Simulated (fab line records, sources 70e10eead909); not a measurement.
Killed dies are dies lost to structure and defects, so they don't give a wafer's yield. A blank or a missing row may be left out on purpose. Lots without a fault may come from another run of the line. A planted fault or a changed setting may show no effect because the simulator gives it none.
A struck lot beside a sound one | flow nand_harc | 43 steps out of a route of 1302
Sound: wafers L796.1, L796.3, L796.6. Struck: wafers L813.1, L813.3. (L813.4 of the same lot was not struck and is left out.) The cause comes at the end.
At each step with rows: each side's tool, then ch and its chambers, then its first start. Under that, the readings that differ: sound wafers | struck wafers | difference of the means | sigmas: that difference in standard deviations of wafers without a fault.
alike: readings whose means differ by less than 2 such deviations, and words and numbers that are the same on both sides. not compared: withheld readings, readings that some wafer has no value for, bounds like >300 that may hide the same value, and numbers for which the record gives no deviation and whose values overlap.
The two part at a step that has a row with sigmas, a row that says differs or no value, or rows on one side only. Numbers that don't overlap but have no deviation are shown without sigmas and don't part them. A reading that every wafer of one side lacks parts them only if that side has two wafers or more.

NHARC_A_CONTACT_CD_MEAS_42: target cd 300 nm.
  sound on cd_sem-03 ch 0, day 21 21:24; struck on cd_sem-02 ch 0, day 28 22:32
  alike: cd_nm
NHARC_A_CONTACT_OVL_MEAS_43:
  sound on overlay-02, day 21 21:29; struck on overlay-02, day 28 22:38
  alike: overlay_x_nm, overlay_y_nm
NHARC_A_CONTACT_INSPECT_44:
  sound on defect_inspect-01, day 21 21:31; struck on defect_inspect-01, day 28 22:40
  alike: raw_defect_count
then, 1 step without rows for these wafers: NHARC_A_CONTACT_DESCUM_47 (chemistry O2, time 3 s).
NHARC_A_CONTACT_ETCH_48: etches the open film in CF4, target depth 39 nm, time 65 s.
  sound on rie_diel-08 ch 0,2, day 21 21:50; struck on rie_diel-08 ch 1,3, day 28 22:49
  alike: chamber_pressure_mTorr, drypump_motor_current_A, oes_product_au, rf_vpp_V, showerhead_plenum_p_Torr, throttle_valve_pct
  not compared: rf_hours_counter_h
NHARC_A_CONTACT_ETCH_49: etches the open film in N2/H2, target depth 260 nm, time 475.3 s.
  sound on rie_diel-08 ch 1,2; struck on rie_diel-08 ch 1,2
  alike: chamber_pressure_mTorr, drypump_motor_current_A, h2_flow_sccm, oes_product_au, rf_vpp_V, showerhead_plenum_p_Torr, throttle_valve_pct
  not compared: rf_hours_counter_h
then, 6 steps without rows for these wafers: NHARC_A_CONTACT_ETCH_50 (etches the open film in CF4/CHF3, target depth 121 nm, time 60.5 s); NHARC_A_CONTACT_ETCH_51 (etches the open film in O2/COS, target depth 7000 nm, time 1820 s); NHARC_A_CONTACT_ETCH_111 (etches the open film in C4F8/O2/Ar, time 140 s, target depth 700 nm); NHARC_A_CONTACT_ETCH_112 (etches the open film in C4F8/O2/Ar, time 190 s, target depth 1850 nm); NHARC_A_CONTACT_ETCH_113 (etches the open film in C4F8/O2/Ar, time 190 s, target depth 1850 nm); NHARC_A_CONTACT_ETCH_114 (etches the open film in C4F8/O2/Ar, time 190 s, target depth 1850 nm).
NHARC_A_CONTACT_ETCH_115: etches the open film in C4F8/O2/Ar, time 190 s, target depth 1850 nm.
  sound on har_cap_etch-02 ch 0,1, day 22 01:00; struck on har_cap_etch-02 ch 1, day 29 01:16
  alike: chamber_pressure_mTorr
  not compared: rf_hours_counter_h
then, 6 steps without rows for these wafers: NHARC_A_CONTACT_ETCH_116 (etches the open film in C4F8/O2/Ar, time 190 s, target depth 1850 nm); NHARC_A_CONTACT_ETCH_117 (etches the open film in C4F8/O2/Ar, time 190 s, target depth 1850 nm); NHARC_A_CONTACT_ETCH_118 (etches the open film in C4F8/O2/Ar, time 190 s, target depth 1850 nm); NHARC_A_CONTACT_ETCH_119 (etches the open film in C4F8/O2/Ar, time 190 s, target depth 1850 nm); NHARC_A_CONTACT_ETCH_120 (etches the open film in C4F8/O2/Ar, time 190 s, target depth 1850 nm); NHARC_A_CONTACT_ETCH_121 (etches the open film in C4F8/O2/Ar, time 190 s, target depth 1850 nm).
NHARC_A_CONTACT_ETCH_122: etches the open film in C4F8/O2/Ar, time 190 s, target depth 1850 nm.
  sound on har_cap_etch-02 ch 0,1, day 22 02:12; struck on har_cap_etch-02 ch 1, day 29 02:27
  alike: chamber_pressure_mTorr
  not compared: rf_hours_counter_h
then, 3 steps without rows for these wafers: NHARC_A_CONTACT_ETCH_123 (etches the open film in C4F8/O2/Ar, time 490 s, target depth 2110 nm); NHARC_A_CONTACT_ETCH_90 (etches the open film in CH3F/O2, target depth 40 nm, time 85.7 s); NHARC_A_CONTACT_ETCH_96 (etches the open film in C4F6/O2, target depth 20 nm, time 10 s).
NHARC_A_CONTACT_CD_MEAS_53:
  sound on cd_sem-03, day 22 03:34; struck on cd_sem-03, day 29 04:02
  alike: cd_nm
then, 6 steps without rows for these wafers: NHARC_A_CONTACT_STRIP_99 (strips in N2/H2); NHARC_A_CONTACT_STRIP_100 (strips in CF4/CHF3); NHARC_A_CONTACT_STRIP_101 (strips in O2/COS); NHARC_A_CONTACT_ETCH_102 (etches the open film in CF4/O2, target depth 100 nm, overetch 10 nm, time 55 s); NHARC_A_CONTACT_STRIP_55 (strips in O2); NHARC_A_CONTACT_STRIP_56 (strips in post etch residue remover, time 600 s).
NHARC_A_CONTACT_DEP_57: deposits aC, target thk 5300 nm.
  sound on acl_dep-02 ch 0, day 22 04:31; struck on acl_dep-03 ch 0, day 29 08:19
  reading              | sound | struck        | difference                   | sigmas
  susceptor_temp_C (C) | - - - | 399.81 400.22 | no value on the sound wafers |
  alike: throttle_valve_pct
NHARC_A_CONTACT_DEP_58: deposits SiON, target thk 90 nm.
  sound on pecvd-03 ch 0,1, day 22 07:46; struck on pecvd-04 ch 0,2, day 29 11:37
  alike: heater_power_w, susceptor_temp_C
  not compared: since_wet_clean_h
then, 10 steps without rows for these wafers: NHARC_A_CONTACT_DEHYDRATE_59 (time 120 s); NHARC_A_CONTACT_HMDS_60 (time 30 s); NHARC_A_CONTACT_COAT_61 (time 75 s); NHARC_A_CONTACT_COAT_62 (time 65 s); NHARC_A_CONTACT_COAT_63 (resist thk 90 nm); NHARC_A_CONTACT_SOFTBAKE_64 (time 55 s); NHARC_A_CONTACT_EBR_65; NHARC_A_CONTACT_EXPOSE_66 (exposes mask A CC 2); NHARC_A_CONTACT_PEB_67 (peb time 65 s); NHARC_A_CONTACT_DEVELOP_68 (develop time 35 s).
-- the record jumps here: 2 days lie between the struck wafers' starts before and after (it left off in module A_CONTACT and takes up again in module END, whose first step shown is number 1302 of the route) --
NHARC_END_SORT_01:
  the record has rows for the struck wafers here (prober-01 ch 0, day 31 20:13) and none for the sound ones

WHERE THEY PART
First at NHARC_A_CONTACT_DEP_57; last, within this record, at NHARC_END_SORT_01.

WHY: what the simulator had put in
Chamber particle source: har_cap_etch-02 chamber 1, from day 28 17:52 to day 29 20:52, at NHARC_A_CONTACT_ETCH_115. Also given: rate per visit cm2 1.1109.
